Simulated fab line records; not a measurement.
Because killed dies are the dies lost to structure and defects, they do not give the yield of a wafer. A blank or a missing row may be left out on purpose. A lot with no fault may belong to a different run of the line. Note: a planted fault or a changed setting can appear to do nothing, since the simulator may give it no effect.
One fault through the eyes of 2 desks | flow n5 finfet | every desk sees just its own numbers, and what lay behind them comes last

DESK OF THE TOOL OWNER: ald sin-01
The tool's own readings at N5_BEOL_M2_ALD_98 (deposits SiO2, target thk 2.5 nm, pulse time 1 s, co reactant pulse time 1 s): means of the sampled wafers that have a number, for each lot that ran on this tool. A lot is out of limits, marked OUT, if its mean lies more than 4 standard deviations from the usual mean; the brackets give that distance.
Columns: A = heater power w at N5_BEOL_M2_ALD_98, usual 76 W; B = precursor pulse height rel at N5_BEOL_M2_ALD_98, usual 0.999
lot  | first seen here | A  | B
L928 | day 8 11:10     | 84 | 1.007
L935 | day 9 09:58     | 77 | 0.993
L942 | day 11 07:05    | 84 | 1.003
L946 | day 12 06:24    | 86 | 0.997
This desk's verdict: no lot among the 4 shows anything out of limits.

METROLOGY DESK
Means of the sampled wafers that have a number, per lot and without regard to the tool the lot ran on: this is what the gauges read. A lot is out of limits, marked OUT, if its mean lies more than 4 standard deviations from the usual mean; the brackets give that distance. Only the readings that lie furthest out on some lot appear, 7 of the 11 it has.
Columns: A = cd nm at N5_BEOL_M2_CD_MEAS_18, usual 17.9 nm; B = DIBL_N at N5_BEOL_M4_RC_MEAS_101, usual 35.6 mV/V; C = IOFF_N at N5_BEOL_M4_RC_MEAS_101, usual 0.148 nA/um; D = ION_N at N5_BEOL_M4_RC_MEAS_101, usual 671 uA/um; E = SS_N at N5_BEOL_M4_RC_MEAS_101, usual 71.3 mV/dec; F = SS_P at N5_BEOL_M4_RC_MEAS_101, usual 73.0 mV/dec; G = VT_N at N5_BEOL_M4_RC_MEAS_101, usual 251 mV
lot  | first seen here | A    | B    | C     | D   | E    | F    | G
L924 | day 7 22:44     | 18.1 | 35.6 | 0.157 | 684 | 71.1 | 73.6 | 250
L929 | day 8 06:15     | 18.4 | 36.2 | 0.135 | 668 | 72.2 | 73.5 | 254
L930 | day 8 09:25     | 18.1 | 35.0 | 0.131 | 650 | 71.5 | 72.7 | 253
L928 | day 8 09:36     | 18.2 | 32.6 | 0.121 | 663 | 70.3 | 71.9 | 253
L932 | day 8 13:28     | 18.0 | 35.6 | 0.156 | 672 | 71.7 | 72.8 | 250
L935 | day 9 09:23     | 18.0 | 32.9 | 0.112 | 661 | 70.5 | 72.4 | 255
L937 | day 10 10:10    | 17.9 | 35.4 | 0.147 | 681 | 70.5 | 72.8 | 249
L942 | day 11 06:00    | 17.7 | 36.4 | 0.154 | 680 | 71.2 | 72.4 | 250
L946 | day 12 05:43    | 17.2 | 35.8 | 0.138 | 672 | 70.6 | 72.9 | 252
L947 | day 12 12:35    | 17.6 | 36.6 | 0.174 | 687 | 71.4 | 73.7 | 247
This desk's verdict: no lot among the 10 shows anything out of limits.

PUT TOGETHER
The tool owner's desk saw nothing out of limits.
From the metrology desk's view, nothing was out of limits.

WHAT THE SIMULATOR HAD PUT IN
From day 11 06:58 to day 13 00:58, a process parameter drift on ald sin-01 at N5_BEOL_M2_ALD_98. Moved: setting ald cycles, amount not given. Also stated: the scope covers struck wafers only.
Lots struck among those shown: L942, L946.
